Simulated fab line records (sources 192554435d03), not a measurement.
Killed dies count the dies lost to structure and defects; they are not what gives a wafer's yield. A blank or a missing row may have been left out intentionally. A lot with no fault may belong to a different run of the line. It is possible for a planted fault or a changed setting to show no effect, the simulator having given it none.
The tool behind it: which one? -- flow n5Finfet -- 12 lots, 36 wafers sampled, at 1 step of a route of 1938

WHAT THE GAUGES SHOWED, per wafer
N5_BEOL_M2_OVL_MEAS_29.
lot,measured,on,V1_OVL (nm)
L075,day 6 17:03,overlay-02,0.8 -0.2 0.5
L077,day 7 08:29,overlay-02,0.4 -0.6 0.0
L080,day 8 00:26,overlay-01,1.0 0.0 0.6
L081,day 8 07:40,overlay-02,1.8 0.4 0.3
L083,day 8 20:04,overlay-01,-0.5 -0.7 0.9
L085,day 9 14:53,overlay-01,0.4 -0.5 0.5
L087,day 9 19:03,overlay-02,-0.4 -0.4 -0.4
L088,day 10 17:47,overlay-02,0.9 1.5 1.0
L091,day 10 23:10,overlay-02,0.3 0.2 -0.5
L093,day 11 03:15,overlay-02,1.2 -1.4 0.5
L095,day 11 15:11,overlay-02,-0.4 -1.0 -0.7
L096,day 12 13:35,overlay-02,-0.5 -1.2 -0.6

WHAT TOOL EACH LOT RAN ON (gives the tool, then ch and the chambers of the sampled wafers, and finally the start)
Before these readings, the record contains no process step.

THE ANSWER, worked out from the rows above alone
Rule: the usual values come from the lots themselves. The widest of any qualifying gaps counts: lots, ordered by their means at a reading, are off when they make up no more than a third of the lots, leave a main group of 4 or more, and stand apart from it by 3 or more times the standard deviation of that group's means. If all means in a main group match to the digits the tables above print for the reading, that group is not used. Also off: a lot with no number at a reading for which 4 or more lots have one. The other lots that the step has rows for count as sound.
No lot is off on any of the readings shown, so nothing can be concluded from this.

WHAT WAS PUT IN BY THE SIMULATOR
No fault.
